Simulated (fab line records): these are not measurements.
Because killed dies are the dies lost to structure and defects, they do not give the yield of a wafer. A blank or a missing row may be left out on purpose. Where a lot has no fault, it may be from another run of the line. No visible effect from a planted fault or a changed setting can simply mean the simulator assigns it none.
Matching of chambers :: flow nand_harc :: NHARC_A_BLC_DESCUM_15 on rie_diel-07: 4 sister chambers
The step chemistry O2, time 3 s. 15 wafers are shown with their chamber, then 7 later ones without.

## WAFERS WITH THEIR CHAMBER
wafer: L867.1
chamber: 1
drypump_motor_current_A (A): 5.8
showerhead_plenum_p_Torr (Torr): 1.98
oes_product_au (a.u.): 0.992

wafer: L867.2
chamber: 2
drypump_motor_current_A (A): 5.0
showerhead_plenum_p_Torr (Torr): 2.05
oes_product_au (a.u.): 1.002

wafer: L867.4
chamber: 3
drypump_motor_current_A (A): 6.2
showerhead_plenum_p_Torr (Torr): 2.01
oes_product_au (a.u.): 0.993

wafer: L869.2
chamber: 1
drypump_motor_current_A (A): 5.7
showerhead_plenum_p_Torr (Torr): 1.98
oes_product_au (a.u.): 0.995

wafer: L869.3
chamber: 3
drypump_motor_current_A (A): 6.2
showerhead_plenum_p_Torr (Torr): 2.01
oes_product_au (a.u.): 0.993

wafer: L869.6
chamber: 1
drypump_motor_current_A (A): 5.7
showerhead_plenum_p_Torr (Torr): 1.98
oes_product_au (a.u.): 0.985

wafer: L871.3
chamber: 1
drypump_motor_current_A (A): 5.7
showerhead_plenum_p_Torr (Torr): 1.98
oes_product_au (a.u.): 0.990

wafer: L871.4
chamber: 1
drypump_motor_current_A (A): 5.7
showerhead_plenum_p_Torr (Torr): 1.98
oes_product_au (a.u.): 1.004

wafer: L871.6
chamber: 3
drypump_motor_current_A (A): 6.2
showerhead_plenum_p_Torr (Torr): 2.01
oes_product_au (a.u.): 0.975

wafer: L870.1
chamber: 1
drypump_motor_current_A (A): 5.7
showerhead_plenum_p_Torr (Torr): 1.98
oes_product_au (a.u.): 1.004

wafer: L870.4
chamber: 3
drypump_motor_current_A (A): 6.2
showerhead_plenum_p_Torr (Torr): 2.01
oes_product_au (a.u.): 0.997

wafer: L873.4
chamber: 0
drypump_motor_current_A (A): 6.0
showerhead_plenum_p_Torr (Torr): 1.95
oes_product_au (a.u.): 1.006

wafer: L873.5
chamber: 1
drypump_motor_current_A (A): 5.7
showerhead_plenum_p_Torr (Torr): 1.98
oes_product_au (a.u.): 1.002

wafer: L883.1
chamber: 2
drypump_motor_current_A (A): 5.0
showerhead_plenum_p_Torr (Torr): 2.05
oes_product_au (a.u.): 1.004

wafer: L883.2
chamber: 3
drypump_motor_current_A (A): 6.2
showerhead_plenum_p_Torr (Torr): 2.00
oes_product_au (a.u.): 1.006

SIGNATURES, as means of the wafers listed above
reading: drypump_motor_current_A
chamber 0: 6.000
chamber 1: 5.714
chamber 2: 5.000
chamber 3: 6.200
scatter within a chamber: 0.0279

reading: showerhead_plenum_p_Torr
chamber 0: 1.9500
chamber 1: 1.9800
chamber 2: 2.0500
chamber 3: 2.0080
scatter within a chamber: 0.0027

reading: oes_product_au
chamber 0: 1.00600
chamber 1: 0.99600
chamber 2: 1.00300
chamber 3: 0.99280
scatter within a chamber: 0.00878
Rule: distance of a wafer from a chamber = root of the sum over the readings of ((wafer's reading minus chamber's mean) / reading's scatter) squared. If the next closest chamber is less than 2 further off than the closest, the wafer can't be placed; otherwise it belongs to the closest. The scatter: the root of (the sum of the squares of (reading less its chamber's mean) over the shown wafers, divided by (wafers less chambers)).

## WAFERS MISSING THEIR CHAMBER
wafer: L883.6
drypump_motor_current_A (A): 5.0
showerhead_plenum_p_Torr (Torr): 2.05
oes_product_au (a.u.): 0.997

wafer: L884.2
drypump_motor_current_A (A): 6.2
showerhead_plenum_p_Torr (Torr): 2.00
oes_product_au (a.u.): 1.002

wafer: L884.3
drypump_motor_current_A (A): 6.0
showerhead_plenum_p_Torr (Torr): 1.95
oes_product_au (a.u.): 0.996

wafer: L884.4
drypump_motor_current_A (A): 5.1
showerhead_plenum_p_Torr (Torr): 2.05
oes_product_au (a.u.): 1.013

wafer: L887.1
drypump_motor_current_A (A): 5.0
showerhead_plenum_p_Torr (Torr): 2.04
oes_product_au (a.u.): 1.017

wafer: L887.3
drypump_motor_current_A (A): 6.0
showerhead_plenum_p_Torr (Torr): 1.94
oes_product_au (a.u.): 0.989

wafer: L887.4
drypump_motor_current_A (A): 5.7
showerhead_plenum_p_Torr (Torr): 1.98
oes_product_au (a.u.): 0.999

## WHICH CHAMBER EACH WENT THROUGH
wafer: L883.6
from the rows above: 2
in truth: 2

wafer: L884.2
from the rows above: 3
in truth: 3

wafer: L884.3
from the rows above: 0
in truth: 0

wafer: L884.4
from the rows above: 2
in truth: 2

wafer: L887.1
from the rows above: 2
in truth: 2

wafer: L887.3
from the rows above: 0
in truth: 0

wafer: L887.4
from the rows above: 1
in truth: 1
7 of 7 placed correctly. From these rows, 0 cannot be placed. Number placed wrongly: 0.
